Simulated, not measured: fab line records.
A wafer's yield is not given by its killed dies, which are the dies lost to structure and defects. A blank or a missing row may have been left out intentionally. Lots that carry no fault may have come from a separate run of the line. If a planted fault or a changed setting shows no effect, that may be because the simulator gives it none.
Comparing a struck lot with a sound one	flow nand harc	17 out of 1159 route steps
Sound: these wafers, L222.3, L222.4, L222.5. Wafers L240.2, L240.5, L240.6 were the ones struck. The cause comes at the end.
At each step with rows: each side's tool, then ch and its chambers, then its first start. Under that, the readings that differ: sound wafers	struck wafers	difference of the means	sigmas: that difference in standard deviations of wafers without a fault.
alike: words and numbers the same on both sides, and readings whose means are apart by under 2 such deviations; not compared: readings that were withheld, readings missing a value for some wafer, numbers with overlapping values and no deviation given by the record, and bounds like >300 which may hide the same value.
Wherever a step has rows on one side only, a row that says differs or no value, or a row with sigmas, the two part there. When numbers do not overlap yet have no deviation, they are printed without sigmas and do not part them. Lack of a reading on every wafer of one side parts them only where that side has two or more wafers.

NHARC_A_STAIRCASE_CMP_472: polishes SiO2.
  sound on cmp-02 ch 1,3, day 13 23:53; struck on cmp-01 ch 0,1, day 18 14:22
  alike: motor current A
then, 1 step without rows for these wafers: NHARC_A_STAIRCASE_SRD_474.
NHARC_A_STAIRCASE_INSPECT_155:
  struck on defect inspect-01, day 18 14:43; sound on defect inspect-01, day 14 00:12
  alike: raw defect count
NHARC_A_SGD_CUT_DEP_00: deposits SiNx, target thk 50 nm.
  sound on pecvd-03 ch 0,1,2, day 14 00:19; struck on pecvd-03 ch 1,2, day 18 14:57
  alike: heater power w
then, 7 steps without rows for these wafers: NHARC_A_SGD_CUT_DEHYDRATE_01 (time 120 s); NHARC_A_SGD_CUT_HMDS_02 (time 30 s); NHARC_A_SGD_CUT_COAT_56 (time 75 s); NHARC_A_SGD_CUT_COAT_57 (time 65 s); NHARC_A_SGD_CUT_COAT_03 (resist thk 90 nm); NHARC_A_SGD_CUT_SOFTBAKE_04 (time 55 s); NHARC_A_SGD_CUT_EBR_05.
NHARC_A_SGD_CUT_EXPOSE_06: exposes mask SGD.
  sound on arfi scanner-01 ch 0, day 14 00:51; struck on arfi scanner-03 ch 0, day 18 15:21
reading	sound	struck	difference	sigmas
exposure dose mJ cm2	87.1 87.0 87.1	96.7 96.6 96.6	+9.6	+13
  alike: mask, reticle temp C
then, 2 steps without rows for these wafers: NHARC_A_SGD_CUT_PEB_07 (peb time 65 s); NHARC_A_SGD_CUT_DEVELOP_08 (develop time 35 s).
NHARC_A_SGD_CUT_CD_MEAS_09 targets a cd of 100 nm.
  sound on cd sem-01 ch 0, day 14 00:59; struck on cd sem-03 ch 0, day 18 15:29
reading	sound	struck	difference	sigmas
cd nm (nm)	99.2 100.0 99.3	109.6 109.2 109.1	+9.8	+20
NHARC_A_SGD_CUT_OVL_MEAS_10:
  struck on overlay-01, day 18 15:35; sound on overlay-02, day 14 01:04
reading	sound	struck	difference	sigmas
overlay x nm (nm)	1.5 1.6 1.5	-0.9 -0.8 -1.0	-2.4	-3
  alike: overlay y nm
-- the record jumps here: 5 days lie between the struck wafers' starts before and after (it left off in module A_SGD_CUT and takes up again in module END, whose first step shown is number 1159 of the route) --
NHARC_END_SORT_01:
  here the record holds rows for the struck wafers (prober-01 ch 0, day 24 03:12) but none for the sound ones

WHERE THEY PART
Last at NHARC_END_SORT_01 as far as this record goes, first at NHARC_A_SGD_CUT_EXPOSE_06.

WHY: whatever the simulator had introduced
Drift in process parameters on arfi scanner-03 at NHARC_A_SGD_CUT_EXPOSE_06, starting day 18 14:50. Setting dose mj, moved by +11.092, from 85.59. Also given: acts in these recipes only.
